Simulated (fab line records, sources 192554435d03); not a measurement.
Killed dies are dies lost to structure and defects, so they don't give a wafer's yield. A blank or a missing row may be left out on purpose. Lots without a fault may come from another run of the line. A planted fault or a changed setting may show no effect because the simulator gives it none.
Which tool did it? | flow n5_finfet | 11 lots, 33 wafers sampled, at 3 steps of a route of 1938

WHAT THE GAUGES READ, wafer by wafer
N5_BEOL_M9_INSPECT_13: inspects for defects (brightfield). Usual: raw_defect_count 398, standard deviation 91.
lot  | measured     | on                | raw_defect_count | flag
L865 | day 10 11:07 | defect_inspect-01 | 405 425 363      |
L866 | day 10 16:08 | defect_inspect-01 | 326 387 313      |
L871 | day 11 23:05 | defect_inspect-02 | 452 476 335      |
L869 | day 11 23:16 | defect_inspect-02 | 284 352 353      |
L872 | day 12 04:14 | defect_inspect-01 | 503 351 484      |
L873 | day 12 04:31 | defect_inspect-01 | 398 438 337      |
L879 | day 13 18:43 | defect_inspect-01 | 226 311 321      |
L880 | day 14 03:58 | defect_inspect-01 | 371 320 402      |
L881 | day 14 04:13 | defect_inspect-02 | 286 416 233      |
L883 | day 14 22:38 | defect_inspect-02 | 340 588 370      |
L886 | day 15 04:29 | defect_inspect-02 | 423 311 372      |

WHICH TOOL RAN EACH LOT (tool, then ch and the chambers of the sampled wafers, then the start)
lot  | N5_BEOL_M9_ILD_DEP_00           | N5_BEOL_M9_HM_DEP_02
L865 | pecvd-01 ch 0,1, day 10 08:35   | pvd_sputter-03, day 10 10:34
L866 | pecvd-02 ch 0,1,2, day 10 12:41 | pvd_sputter-03, day 10 15:35
L871 | pecvd-01 ch 0,2, day 11 20:19   | pvd_sputter-03, day 11 22:32
L869 | pecvd-02 ch 0,1, day 11 20:29   | pvd_sputter-03, day 11 22:38
L872 | pecvd-04 ch 0,1,2, day 12 00:56 | pvd_sputter-02, day 12 03:40
L873 | pecvd-02 ch 0,1,2, day 12 01:48 | pvd_sputter-02, day 12 04:05
L879 | pecvd-04 ch 0,1, day 13 15:31   | pvd_sputter-03, day 13 18:10
L880 | pecvd-02 ch 1,2, day 14 02:22   | pvd_sputter-02, day 14 03:31
L881 | pecvd-01 ch 0,1,2, day 14 02:29 | pvd_sputter-01, day 14 03:47
L883 | pecvd-01 ch 0,1,2, day 14 20:18 | pvd_sputter-03, day 14 22:05
L886 | pecvd-01 ch 0,1,2, day 15 02:50 | pvd_sputter-02, day 15 03:56
- N5_BEOL_M9_ILD_DEP_00: deposits SiCOH lowk from DEMS/porogen, target thk 308.51 nm, time 58 s.
- N5_BEOL_M9_HM_DEP_02: deposits TiN, target thk 20 nm.

WHAT THE TOOLS THEMSELVES READ (means of the sampled wafers that have a number; where no wafer has one, the mark that the record gives instead)
N5_BEOL_M9_ILD_DEP_00. Usual: heater_power_outer_w 143 W, standard deviation 19; heater_power_w 309 W, standard deviation 30; showerhead_plenum_p_Torr 5.743 Torr, standard deviation 0.02; throttle_valve_pct 14.3 %, standard deviation 0.83.
lot  | tool     | heater_power_outer_w (W) | heater_power_w (W) | showerhead_plenum_p_Torr (Torr) | throttle_valve_pct (%) | flag
L865 | pecvd-01 | 156                      | 336                | 5.737                           | 14.6                   |
L866 | pecvd-02 | 129                      | 294                | 5.750                           | 14.6                   |
L871 | pecvd-01 | 138                      | 299                | 5.750                           | 13.8                   |
L869 | pecvd-02 | 137                      | 305                | 5.739                           | 15.1                   |
L872 | pecvd-04 | 145                      | 292                | 5.746                           | 13.8                   |
L873 | pecvd-02 | 124                      | 291                | 5.745                           | 14.7                   |
L879 | pecvd-04 | 148                      | 299                | 5.732                           | 14.2                   |
L880 | pecvd-02 | 145                      | 334                | 5.729                           | 14.5                   |
L881 | pecvd-01 | 139                      | 307                | 5.734                           | 14.1                   |
L883 | pecvd-01 | 132                      | 298                | 5.732                           | 14.1                   |
L886 | pecvd-01 | 163                      | 336                | 5.728                           | 14.2                   |

N5_BEOL_M9_HM_DEP_02. Usual: throttle_valve_pct 30.3 %, standard deviation 0.63.
lot  | tool           | throttle_valve_pct (%) | flag
L865 | pvd_sputter-03 | 30.3                   |
L866 | pvd_sputter-03 | 30.4                   |
L871 | pvd_sputter-03 | 30.3                   |
L869 | pvd_sputter-03 | 30.4                   |
L872 | pvd_sputter-02 | 30.2                   |
L873 | pvd_sputter-02 | 30.0                   |
L879 | pvd_sputter-03 | 30.5                   |
L880 | pvd_sputter-02 | 30.5                   |
L881 | pvd_sputter-01 | 28.7                   |
L883 | pvd_sputter-03 | 30.7                   |
L886 | pvd_sputter-02 | 30.5                   |

THE ANSWER, worked out from the rows above alone
Rule: a lot is off if the mean of its wafers that have a number lies more than 3 standard deviations from the usual mean. A lot without any number at a reading at which 4 lots or more have one is off too. The other lots that the step has rows for count as sound. The gauges are gone through in route order, then the tools' own readings, and for those a lot's mean is taken as printed above. The first step at which some lot is off is used, and at that step the reading that is off furthest; a lot without a number counts as furthest.
No lot is off at any reading shown: from this, nothing can be told.

WHAT THE SIMULATOR HAD PUT IN
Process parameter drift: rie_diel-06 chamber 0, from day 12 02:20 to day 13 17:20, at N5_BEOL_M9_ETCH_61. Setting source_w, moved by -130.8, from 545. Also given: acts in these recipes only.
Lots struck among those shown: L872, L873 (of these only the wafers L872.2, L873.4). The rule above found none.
